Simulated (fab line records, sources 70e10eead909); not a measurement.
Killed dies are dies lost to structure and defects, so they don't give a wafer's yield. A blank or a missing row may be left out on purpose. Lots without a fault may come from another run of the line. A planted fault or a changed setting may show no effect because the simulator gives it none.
Which tool did it? | flow nand_harc | 10 lots, 30 wafers sampled, at 5 steps of a route of 1302

WHAT THE GAUGES READ, wafer by wafer
NHARC_END_SORT_01.
lot  | measured     | on        | defect_limited_yield (%)
L513 | day 30 09:56 | prober-01 | 91.7 88.5 77.5

WHICH TOOL RAN EACH LOT (tool, then ch and the chambers of the sampled wafers, then the start)
lot  | NHARC_A_M1_ETCH_35                 | NHARC_A_BONDPAD_ETCH_12                       | NHARC_A_BONDPAD_PVD_17                  | NHARC_THIN_TSV_ETCH_44
L500 | rie_diel-05 ch 0,3, day 22 20:26   | rie_diel-13 ch 0,2, day 23 14:16 or earlier   | pvd_sputter-01, day 23 14:16 or earlier | rie_diel-08 ch 1,2, day 23 14:16
L502 | rie_diel-05 ch 0,2,3, day 23 10:15 | rie_diel-06 ch 0,1,3, day 24 06:14 or earlier | pvd_sputter-02, day 24 06:14 or earlier | rie_diel-08 ch 0,1,3, day 24 06:14
L504 | rie_diel-04 ch 0,1,3, day 24 21:29 | rie_diel-06 ch 0,3, day 25 17:03 or earlier   | pvd_sputter-01, day 25 17:03 or earlier | rie_diel-09 ch 0,3, day 25 17:03
L513 | rie_diel-04 ch 1,3, day 28 11:44   | rie_diel-11 ch 0,2, day 29 10:55 or earlier   | pvd_sputter-03, day 29 10:55 or earlier | rie_diel-12 ch 0,1,2, day 29 10:55
L514 | rie_diel-01 ch 0,1, day 28 12:14   | rie_diel-11 ch 0,2,3, day 29 09:46 or earlier | pvd_sputter-02, day 29 09:46 or earlier | rie_diel-08 ch 1,2,3, day 29 09:46
L517 | rie_diel-05 ch 0,1, day 29 17:56   | rie_diel-11 ch 0,2,3, day 30 13:38 or earlier | pvd_sputter-01, day 30 13:38 or earlier | rie_diel-09 ch 0,1, day 30 13:38
L519 | rie_diel-01 ch 1,2, day 30 05:58   | rie_diel-06 ch 0,1,3, day 31 03:15 or earlier | pvd_sputter-01, day 31 03:15 or earlier | rie_diel-12 ch 0,3, day 31 03:15
L521 | rie_diel-04 ch 0,2, day 31 13:08   | rie_diel-06 ch 0,3, day 32 12:11 or earlier   | pvd_sputter-01, day 32 12:11 or earlier | rie_diel-08 ch 1,2,3, day 32 12:11
L523 | rie_diel-05 ch 1,2,3, day 31 19:58 | rie_diel-06 ch 0,3, day 32 16:25 or earlier   | pvd_sputter-01, day 32 16:25 or earlier | rie_diel-08 ch 1,2, day 32 16:25
L522 | rie_diel-01 ch 1,2,3, day 32 00:43 | rie_diel-06 ch 0,2, day 33 02:49 or earlier   | pvd_sputter-02, day 33 02:49 or earlier | rie_diel-08 ch 0,3, day 33 02:49
- NHARC_A_M1_ETCH_35: etches the open film in N2/H2, target depth 40 nm, overetch 12 nm, time 43.94 s.
- NHARC_A_BONDPAD_ETCH_12: etches the open film in CHF3/O2, target depth 220 nm, time 110 s.
- NHARC_A_BONDPAD_PVD_17: deposits TaN, target thk 5 nm, time 8.06 s.
- NHARC_THIN_TSV_ETCH_44: etches the open film in CF4/O2, target depth 1594.2 nm, time 797.1 s.

THE ANSWER, worked out from the rows above alone
Rule: what is usual is taken from the lots themselves. Put in order of their means at a reading, lots are off if they are a third of the lots or fewer, leave a main group of 4 or more, and stand apart from it by a gap of 3 or more times the standard deviation of the main group's means; of several such gaps the widest counts. A main group whose means are all the same, to the digits that the tables above print for the reading, isn't used. A lot without any number at a reading at which 4 lots or more have one is off too. The other lots that the step has rows for count as sound.
No lot is off at any reading shown: from this, nothing can be told.

WHAT THE SIMULATOR HAD PUT IN
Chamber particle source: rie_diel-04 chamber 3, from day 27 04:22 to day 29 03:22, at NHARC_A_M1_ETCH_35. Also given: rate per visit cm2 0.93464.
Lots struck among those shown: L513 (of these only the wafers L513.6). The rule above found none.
